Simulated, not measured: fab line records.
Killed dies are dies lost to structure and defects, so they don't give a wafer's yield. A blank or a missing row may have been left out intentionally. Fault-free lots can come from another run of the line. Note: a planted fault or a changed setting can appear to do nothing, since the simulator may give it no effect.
fab line records / flow nand_harc
[record] lots = 13 wafers = 37 last_day = 25
route steps=1159 shown P_M1@315 P_M2@338 P_BONDPAD@364 END@1159
lots untouched by any fault: they come from a run of this same line in which no faults occurred
start_h: hours from the record's first day to the start of the lot's first wafer shown / wait_h: hours from the lot's prior step to this one / " repeats the value in the row above / L1.1+2: several wafers, shown together as one row / - no value present, or no start provided / * or withheld: withheld / < > ~ a bound
route shown NAME@n: names a module that has steps shown in the file, with the first one's number in the route / usual: mean and standard deviation over wafers with no fault / same: alike in all rows / chamber/n: place in a boat / sites: each site's reading / _std_site: standard deviation across them / _edge_site: outer sites' mean less inner sites' / radius_mm: for every site, how far away it sits from the centre of the wafer / mask NAME#n: copy n / behind: the tool/chamber that last shaped the wafer / hold: reason for holding the lot/hours on hold/outcome of the hold / device: the n, p or np transistor that did not switch / end of line: tests of these same wafers at the route's end / step lacking rows: just its recipe / killed: dies lost to structure and defects at the first sort, not the wafer's yield / map: per-die view of a wafer (x killed, . not killed, _ where there is no die)
set.NAME: the run value of the setting; set.NAME@STEP: its run value at that earlier step / model.NAME: the simulator's own value behind a step, which no gauge read
one table for each step of the route and one row for each wafer, over a sample of lots
services: a tool's chamber out of use, with start hour (start_h, from the record's first day; less than 0 if before it), hours out, and reason
[[steps]]
[step NHARC_P_M1_INSPECT_27]
[usual] raw_defect_count = 328/140
lot.wafer=L787.3 tool=defect_inspect-02 chamber=- start_h=126.32 wait_h=0.0 raw_defect_count=344
lot.wafer=L787.4 tool=defect_inspect-02 chamber=- start_h=126.32 wait_h=0.0 raw_defect_count=517
lot.wafer=L787.5 tool=defect_inspect-02 chamber=- start_h=126.32 wait_h=0.0 raw_defect_count=412
lot.wafer=L792.1 tool=defect_inspect-01 chamber=- start_h=149.63 wait_h=0.0 raw_defect_count=190
lot.wafer=L792.2 tool=defect_inspect-01 chamber=- start_h=149.63 wait_h=0.0 raw_defect_count=183
lot.wafer=L792.5 tool=defect_inspect-01 chamber=- start_h=149.63 wait_h=0.0 raw_defect_count=227
lot.wafer=L797.1 tool=defect_inspect-01 chamber=- start_h=186.93 wait_h=0.0 raw_defect_count=649
lot.wafer=L797.4 tool=defect_inspect-01 chamber=- start_h=186.93 wait_h=0.0 raw_defect_count=250
lot.wafer=L797.5 tool=defect_inspect-01 chamber=- start_h=186.93 wait_h=0.0 raw_defect_count=240
lot.wafer=L798.2 tool=defect_inspect-02 chamber=- start_h=187.93 wait_h=0.0 raw_defect_count=234
lot.wafer=L800.2 tool=defect_inspect-01 chamber=- start_h=201.92 wait_h=0.0 raw_defect_count=144
lot.wafer=L800.4 tool=defect_inspect-01 chamber=- start_h=201.92 wait_h=0.0 raw_defect_count=148
lot.wafer=L800.5 tool=defect_inspect-01 chamber=- start_h=201.92 wait_h=0.0 raw_defect_count=297
lot.wafer=L801.2 tool=defect_inspect-02 chamber=- start_h=207.58 wait_h=0.0 raw_defect_count=214
lot.wafer=L801.4 tool=defect_inspect-02 chamber=- start_h=207.58 wait_h=0.0 raw_defect_count=190
lot.wafer=L801.5 tool=defect_inspect-02 chamber=- start_h=207.58 wait_h=0.0 raw_defect_count=237
lot.wafer=L802.1 tool=defect_inspect-02 chamber=- start_h=212.23 wait_h=0.0 raw_defect_count=235
lot.wafer=L802.3 tool=defect_inspect-02 chamber=- start_h=212.23 wait_h=0.0 raw_defect_count=253
lot.wafer=L802.4 tool=defect_inspect-02 chamber=- start_h=212.23 wait_h=0.0 raw_defect_count=288
lot.wafer=L803.1 tool=defect_inspect-02 chamber=- start_h=212.55 wait_h=0.0 raw_defect_count=226
lot.wafer=L803.3 tool=defect_inspect-02 chamber=- start_h=212.55 wait_h=0.0 raw_defect_count=284
lot.wafer=L803.6 tool=defect_inspect-02 chamber=- start_h=212.55 wait_h=0.0 raw_defect_count=240
lot.wafer=L805.3 tool=defect_inspect-02 chamber=- start_h=222.51 wait_h=0.0 raw_defect_count=495
lot.wafer=L805.4 tool=defect_inspect-02 chamber=- start_h=222.51 wait_h=0.0 raw_defect_count=498
lot.wafer=L805.6 tool=defect_inspect-02 chamber=- start_h=222.51 wait_h=0.0 raw_defect_count=304
lot.wafer=L806.1 tool=defect_inspect-01 chamber=- start_h=233.08 wait_h=0.0 raw_defect_count=164
lot.wafer=L806.3 tool=defect_inspect-01 chamber=- start_h=233.08 wait_h=0.0 raw_defect_count=242
lot.wafer=L806.6 tool=defect_inspect-01 chamber=- start_h=233.08 wait_h=0.0 raw_defect_count=170
lot.wafer=L807.2 tool=defect_inspect-01 chamber=- start_h=234.96 wait_h=0.0 raw_defect_count=487
lot.wafer=L807.3 tool=defect_inspect-01 chamber=- start_h=234.96 wait_h=0.0 raw_defect_count=328
lot.wafer=L807.4 tool=defect_inspect-01 chamber=- start_h=234.96 wait_h=0.0 raw_defect_count=304
lot.wafer=L810.1 tool=defect_inspect-02 chamber=- start_h=255.30 wait_h=0.0 raw_defect_count=299
lot.wafer=L810.4 tool=defect_inspect-02 chamber=- start_h=255.30 wait_h=0.0 raw_defect_count=275
lot.wafer=L810.6 tool=defect_inspect-02 chamber=- start_h=255.30 wait_h=0.0 raw_defect_count=469
lot.wafer=L809.1 tool=defect_inspect-02 chamber=- start_h=260.22 wait_h=0.0 raw_defect_count=298
lot.wafer=L809.3 tool=defect_inspect-02 chamber=- start_h=260.22 wait_h=0.0 raw_defect_count=297
lot.wafer=L809.5 tool=defect_inspect-02 chamber=- start_h=260.22 wait_h=0.0 raw_defect_count=374
[step NHARC_P_M2_DEGAS_29]
[recipe] temp_c = 250 time_s = 60
[usual] heater_power_w = 324/40
[same] time_s = 60
lot.wafer=L787.4 tool=pvd_sputter-03 chamber=- start_h=128.91 wait_h=- heater_power_w=312
lot.wafer=L787.3 tool=pvd_sputter-03 chamber=- start_h=128.91 wait_h=- heater_power_w=340
lot.wafer=L787.5 tool=pvd_sputter-03 chamber=- start_h=128.91 wait_h=- heater_power_w=308
lot.wafer=L792.1 tool=pvd_sputter-03 chamber=- start_h=152.36 wait_h=- heater_power_w=384
lot.wafer=L792.2 tool=pvd_sputter-03 chamber=- start_h=152.36 wait_h=- heater_power_w=344
lot.wafer=L792.5 tool=pvd_sputter-03 chamber=- start_h=152.36 wait_h=- heater_power_w=315
lot.wafer=L797.4 tool=pvd_sputter-03 chamber=- start_h=189.55 wait_h=- heater_power_w=313
lot.wafer=L797.1 tool=pvd_sputter-03 chamber=- start_h=189.55 wait_h=- heater_power_w=382
lot.wafer=L797.5 tool=pvd_sputter-03 chamber=- start_h=189.55 wait_h=- heater_power_w=369
lot.wafer=L798.2 tool=pvd_sputter-03 chamber=- start_h=190.56 wait_h=- heater_power_w=334
lot.wafer=L800.4 tool=pvd_sputter-01 chamber=- start_h=204.40 wait_h=- heater_power_w=256
lot.wafer=L800.2 tool=pvd_sputter-01 chamber=- start_h=204.40 wait_h=- heater_power_w=337
lot.wafer=L800.5 tool=pvd_sputter-01 chamber=- start_h=204.40 wait_h=- heater_power_w=352
lot.wafer=L801.4 tool=pvd_sputter-02 chamber=- start_h=210.37 wait_h=- heater_power_w=264
lot.wafer=L801.2 tool=pvd_sputter-02 chamber=- start_h=210.37 wait_h=- heater_power_w=330
lot.wafer=L801.5 tool=pvd_sputter-02 chamber=- start_h=210.37 wait_h=- heater_power_w=262
lot.wafer=L802.1 tool=pvd_sputter-02 chamber=- start_h=214.80 wait_h=- heater_power_w=257
lot.wafer=L802.3 tool=pvd_sputter-02 chamber=- start_h=214.80 wait_h=- heater_power_w=292
lot.wafer=L802.4 tool=pvd_sputter-02 chamber=- start_h=214.80 wait_h=- heater_power_w=404
lot.wafer=L803.3 tool=pvd_sputter-02 chamber=- start_h=215.18 wait_h=- heater_power_w=402
lot.wafer=L803.1 tool=pvd_sputter-02 chamber=- start_h=215.18 wait_h=- heater_power_w=336
lot.wafer=L803.6 tool=pvd_sputter-02 chamber=- start_h=215.18 wait_h=- heater_power_w=401
lot.wafer=L805.4 tool=pvd_sputter-01 chamber=- start_h=225.24 wait_h=- heater_power_w=256
lot.wafer=L805.3 tool=pvd_sputter-01 chamber=- start_h=225.24 wait_h=- heater_power_w=351
lot.wafer=L805.6 tool=pvd_sputter-01 chamber=- start_h=225.24 wait_h=- heater_power_w=257
lot.wafer=L806.3 tool=pvd_sputter-01 chamber=- start_h=235.76 wait_h=- heater_power_w=346
lot.wafer=L806.1 tool=pvd_sputter-01 chamber=- start_h=235.76 wait_h=- heater_power_w=354
lot.wafer=L806.6 tool=pvd_sputter-01 chamber=- start_h=235.76 wait_h=- heater_power_w=327
lot.wafer=L807.2 tool=pvd_sputter-02 chamber=- start_h=237.61 wait_h=- heater_power_w=294
lot.wafer=L807.3 tool=pvd_sputter-02 chamber=- start_h=237.61 wait_h=- heater_power_w=385
lot.wafer=L807.4 tool=pvd_sputter-02 chamber=- start_h=237.61 wait_h=- heater_power_w=315
lot.wafer=L810.4 tool=pvd_sputter-02 chamber=- start_h=258.28 wait_h=- heater_power_w=372
lot.wafer=L810.1 tool=pvd_sputter-02 chamber=- start_h=258.28 wait_h=- heater_power_w=333
lot.wafer=L810.6 tool=pvd_sputter-02 chamber=- start_h=258.28 wait_h=- heater_power_w=309
lot.wafer=L809.1 tool=pvd_sputter-01 chamber=- start_h=263.23 wait_h=- heater_power_w=256
lot.wafer=L809.3 tool=pvd_sputter-01 chamber=- start_h=263.23 wait_h=- heater_power_w=350
lot.wafer=L809.5 tool=pvd_sputter-01 chamber=- start_h=263.23 wait_h=- heater_power_w=252
[step NHARC_P_M2_PVD_21]
[recipe] target_thk_a = 300 chamber_pressure_pa = 5 power_w = 5000 substrate_temp_c = 30 time_s = 20.49 material = Cu
[usual] throttle_valve_pct = 29.8/1
[same] time_s = 20.49
lot.wafer=L787.3 tool=pvd_sputter-03 chamber=- start_h=129.16 wait_h=- throttle_valve_pct=29.9
lot.wafer=L787.4 tool=pvd_sputter-03 chamber=- start_h=129.16 wait_h=- throttle_valve_pct=27.4
lot.wafer=L787.5 tool=pvd_sputter-03 chamber=- start_h=129.16 wait_h=- throttle_valve_pct=30.6
lot.wafer=L792.1 tool=pvd_sputter-03 chamber=- start_h=152.57 wait_h=- throttle_valve_pct=30.9
lot.wafer=L792.2 tool=pvd_sputter-03 chamber=- start_h=152.57 wait_h=- throttle_valve_pct=30.1
lot.wafer=L792.5 tool=pvd_sputter-03 chamber=- start_h=152.57 wait_h=- throttle_valve_pct=30.1
lot.wafer=L797.4 tool=pvd_sputter-03 chamber=- start_h=189.80 wait_h=- throttle_valve_pct=27.0
lot.wafer=L797.1 tool=pvd_sputter-03 chamber=- start_h=189.80 wait_h=- throttle_valve_pct=30.7
lot.wafer=L797.5 tool=pvd_sputter-03 chamber=- start_h=189.80 wait_h=- throttle_valve_pct=30.2
lot.wafer=L798.2 tool=pvd_sputter-03 chamber=- start_h=190.77 wait_h=- throttle_valve_pct=29.9
lot.wafer=L800.2 tool=pvd_sputter-01 chamber=- start_h=204.64 wait_h=- throttle_valve_pct=31.3
lot.wafer=L800.4 tool=pvd_sputter-01 chamber=- start_h=204.64 wait_h=- throttle_valve_pct=29.7
lot.wafer=L800.5 tool=pvd_sputter-01 chamber=- start_h=204.64 wait_h=- throttle_valve_pct=30.9
lot.wafer=L801.2 tool=pvd_sputter-02 chamber=- start_h=210.61 wait_h=- throttle_valve_pct=30.8
lot.wafer=L801.4 tool=pvd_sputter-02 chamber=- start_h=210.61 wait_h=- throttle_valve_pct=28.8
lot.wafer=L801.5 tool=pvd_sputter-02 chamber=- start_h=210.61 wait_h=- throttle_valve_pct=29.7
lot.wafer=L802.3 tool=pvd_sputter-02 chamber=- start_h=215.02 wait_h=- throttle_valve_pct=30.6
lot.wafer=L802.4 tool=pvd_sputter-02 chamber=- start_h=215.02 wait_h=- throttle_valve_pct=28.9
lot.wafer=L802.1 tool=pvd_sputter-02 chamber=- start_h=215.02 wait_h=- throttle_valve_pct=29.3
lot.wafer=L803.1 tool=pvd_sputter-02 chamber=- start_h=215.41 wait_h=- throttle_valve_pct=29.1
lot.wafer=L803.3 tool=pvd_sputter-02 chamber=- start_h=215.41 wait_h=- throttle_valve_pct=29.9
lot.wafer=L803.6 tool=pvd_sputter-02 chamber=- start_h=215.41 wait_h=- throttle_valve_pct=29.0
lot.wafer=L805.3 tool=pvd_sputter-01 chamber=- start_h=225.47 wait_h=- throttle_valve_pct=30.6
lot.wafer=L805.4 tool=pvd_sputter-01 chamber=- start_h=225.47 wait_h=- throttle_valve_pct=31.3
lot.wafer=L805.6 tool=pvd_sputter-01 chamber=- start_h=225.47 wait_h=- throttle_valve_pct=30.6
lot.wafer=L806.3 tool=pvd_sputter-01 chamber=- start_h=236.00 wait_h=- throttle_valve_pct=29.9
lot.wafer=L806.1 tool=pvd_sputter-01 chamber=- start_h=236.00 wait_h=- throttle_valve_pct=30.8
lot.wafer=L806.6 tool=pvd_sputter-01 chamber=- start_h=236.00 wait_h=- throttle_valve_pct=29.7
lot.wafer=L807.3 tool=pvd_sputter-02 chamber=- start_h=237.82 wait_h=- throttle_valve_pct=30.6
lot.wafer=L807.2 tool=pvd_sputter-02 chamber=- start_h=237.82 wait_h=- throttle_valve_pct=29.4
lot.wafer=L807.4 tool=pvd_sputter-02 chamber=- start_h=237.82 wait_h=- throttle_valve_pct=30.0
lot.wafer=L810.4 tool=pvd_sputter-02 chamber=- start_h=258.50 wait_h=- throttle_valve_pct=29.3
lot.wafer=L810.1 tool=pvd_sputter-02 chamber=- start_h=258.50 wait_h=- throttle_valve_pct=29.9
lot.wafer=L810.6 tool=pvd_sputter-02 chamber=- start_h=258.50 wait_h=- throttle_valve_pct=30.9
lot.wafer=L809.1 tool=pvd_sputter-01 chamber=- start_h=263.45 wait_h=- throttle_valve_pct=31.2
lot.wafer=L809.3 tool=pvd_sputter-01 chamber=- start_h=263.45 wait_h=- throttle_valve_pct=30.6
lot.wafer=L809.5 tool=pvd_sputter-01 chamber=- start_h=263.45 wait_h=- throttle_valve_pct=31.4
[step NHARC_P_BONDPAD_CD_MEAS_09]
[recipe] target_cd_nm = 500 landing_energy_ev = 500
[usual] cd_nm = 500.0/2
lot.wafer=L787.3 tool=cd_sem-02 chamber=0 start_h=132.27 wait_h=- cd_nm=500.2
lot.wafer=L787.4 tool=cd_sem-02 chamber=0 start_h=132.27 wait_h=- cd_nm=500.4
lot.wafer=L787.5 tool=cd_sem-02 chamber=0 start_h=132.27 wait_h=- cd_nm=501.9
lot.wafer=L792.1 tool=cd_sem-02 chamber=0 start_h=155.57 wait_h=- cd_nm=501.1
lot.wafer=L792.2 tool=cd_sem-02 chamber=0 start_h=155.57 wait_h=- cd_nm=500.9
lot.wafer=L792.5 tool=cd_sem-02 chamber=0 start_h=155.57 wait_h=- cd_nm=505.3
lot.wafer=L797.1 tool=cd_sem-03 chamber=0 start_h=192.80 wait_h=- cd_nm=503.3
lot.wafer=L797.4 tool=cd_sem-03 chamber=0 start_h=192.80 wait_h=- cd_nm=499.7
lot.wafer=L797.5 tool=cd_sem-03 chamber=0 start_h=192.80 wait_h=- cd_nm=501.4
lot.wafer=L800.2 tool=cd_sem-03 chamber=0 start_h=207.78 wait_h=- cd_nm=503.1
lot.wafer=L800.4 tool=cd_sem-03 chamber=0 start_h=207.78 wait_h=- cd_nm=503.0
lot.wafer=L800.5 tool=cd_sem-03 chamber=0 start_h=207.78 wait_h=- cd_nm=503.5
lot.wafer=L798.2 tool=cd_sem-03 chamber=0 start_h=210.12 wait_h=- cd_nm=501.2
lot.wafer=L801.2 tool=cd_sem-02 chamber=0 start_h=213.70 wait_h=- cd_nm=501.2
lot.wafer=L801.4 tool=cd_sem-02 chamber=0 start_h=213.70 wait_h=- cd_nm=498.7
lot.wafer=L801.5 tool=cd_sem-02 chamber=0 start_h=213.70 wait_h=- cd_nm=499.4
lot.wafer=L802.1 tool=cd_sem-01 chamber=0 start_h=218.04 wait_h=- cd_nm=500.1
lot.wafer=L802.3 tool=cd_sem-01 chamber=0 start_h=218.04 wait_h=- cd_nm=502.8
lot.wafer=L802.4 tool=cd_sem-01 chamber=0 start_h=218.04 wait_h=- cd_nm=499.9
lot.wafer=L803.1 tool=cd_sem-01 chamber=0 start_h=218.80 wait_h=- cd_nm=496.0
lot.wafer=L803.3 tool=cd_sem-01 chamber=0 start_h=218.80 wait_h=- cd_nm=498.1
lot.wafer=L803.6 tool=cd_sem-01 chamber=0 start_h=218.80 wait_h=- cd_nm=498.0
lot.wafer=L805.3 tool=cd_sem-03 chamber=0 start_h=228.48 wait_h=- cd_nm=499.0
lot.wafer=L805.4 tool=cd_sem-03 chamber=0 start_h=228.48 wait_h=- cd_nm=501.4
lot.wafer=L805.6 tool=cd_sem-03 chamber=0 start_h=228.48 wait_h=- cd_nm=499.8
lot.wafer=L806.1 tool=cd_sem-01 chamber=0 start_h=239.09 wait_h=- cd_nm=500.1
lot.wafer=L806.3 tool=cd_sem-01 chamber=0 start_h=239.09 wait_h=- cd_nm=499.5
lot.wafer=L806.6 tool=cd_sem-01 chamber=0 start_h=239.09 wait_h=- cd_nm=498.1
lot.wafer=L807.2 tool=cd_sem-02 chamber=0 start_h=240.96 wait_h=- cd_nm=501.6
lot.wafer=L807.3 tool=cd_sem-02 chamber=0 start_h=240.96 wait_h=- cd_nm=502.4
lot.wafer=L807.4 tool=cd_sem-02 chamber=0 start_h=240.96 wait_h=- cd_nm=498.3
lot.wafer=L810.1 tool=cd_sem-03 chamber=0 start_h=261.70 wait_h=- cd_nm=500.6
lot.wafer=L810.4 tool=cd_sem-03 chamber=0 start_h=261.70 wait_h=- cd_nm=499.3
lot.wafer=L810.6 tool=cd_sem-03 chamber=0 start_h=261.70 wait_h=- cd_nm=501.5
lot.wafer=L809.1 tool=cd_sem-02 chamber=0 start_h=266.59 wait_h=- cd_nm=502.1
lot.wafer=L809.3 tool=cd_sem-02 chamber=0 start_h=266.59 wait_h=- cd_nm=502.5
lot.wafer=L809.5 tool=cd_sem-02 chamber=0 start_h=266.59 wait_h=- cd_nm=500.2
[step NHARC_END_SORT_01]
[recipe] temp_c = 25
[usual] defect_limited_yield = 95.4/1.8 killed_at_array = 27/11 killed_at_other = 0.7/1.1 killed_at_periphery = 3.4/2.1 killed_dies = 31/12 killed_open = 3.6/2 killed_short = 2.0/1.3 sort_bin_2_pct = 1.5/0.71 sort_bin_3_pct = 0.25/0.22 sort_bin_4_pct = 2.9/1.2 sort_n_pass = 646/12 sort_rim_yield_pct = 95.0/2.5 sort_yield_pct = 95.4/1.8
[same] gross_dies = 677 sort_bin_5_pct[%] = 0 sort_bin_6_pct[%] = 0 sort_bin_7_pct[%] = 0 sort_bin_8_pct[%] = 0 sort_rim_n_gross = 106.00
lot.wafer=L798.2 tool=prober-01 chamber=0 start_h=507.03 wait_h=2.8 defect_limited_yield[%]=80.9 killed_at_array=36 killed_at_other=0 killed_at_periphery=93 killed_dies=129 killed_open=6 killed_short=3 sort_bin_2_pct[%]=8.0 sort_bin_3_pct[%]=4.58 sort_bin_4_pct[%]=6.5 sort_n_pass=548 sort_rim_yield_pct[%]=95.3 sort_yield_pct[%]=80.9
// killed by level:class
L798.2 P_M2:unspecified=87 A_CHANNEL_HOLE_D1:chamber_film_flake=20 A_STAIRCASE:chamber_film_flake=4 P_M0:chamber_film_flake=3 A_CONTACT:chamber_film_flake=3 A_CONTACT:geometric_particle:open=2 P_M0:geometric_particle:open=1 A_ONON_D1:geometric_particle:open=1
[[services]]
tool=pvd_sputter-01 chamber=- start_h=158.00 hours=10.0 kind=pm
tool=pvd_sputter-02 chamber=- start_h=217.91 hours=10.0 kind=pm
[[key]]
[first_sign] step = NHARC_END_SORT_01 reading = killed_at_periphery direction = up sigmas = 43 usual = 3.4 struck = 93
[effect] step = NHARC_END_SORT_01 reading = defect_limited_yield direction = down sigmas = 8 usual = 95.4 struck = 80.9
[more_kills_born_at] NHARC_P_M2_PVD_21@pvd_sputter-03 = 87
met_at NHARC_P_M2_PVD_21
struck_lots L798
struck_wafers L798.2
not_acting_at NHARC_P_M1_INSPECT_27,NHARC_P_M2_DEGAS_29,NHARC_P_BONDPAD_CD_MEAS_09
onset_between 189.80 190.77
[fault] kind = chamber_particle_source tool = pvd_sputter-03 chamber = - onset_h = 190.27 steps = NHARC_P_M2_PVD_21 rate_per_visit_cm2 = 1.1858 end_h = 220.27 scope = struck_wafers_only
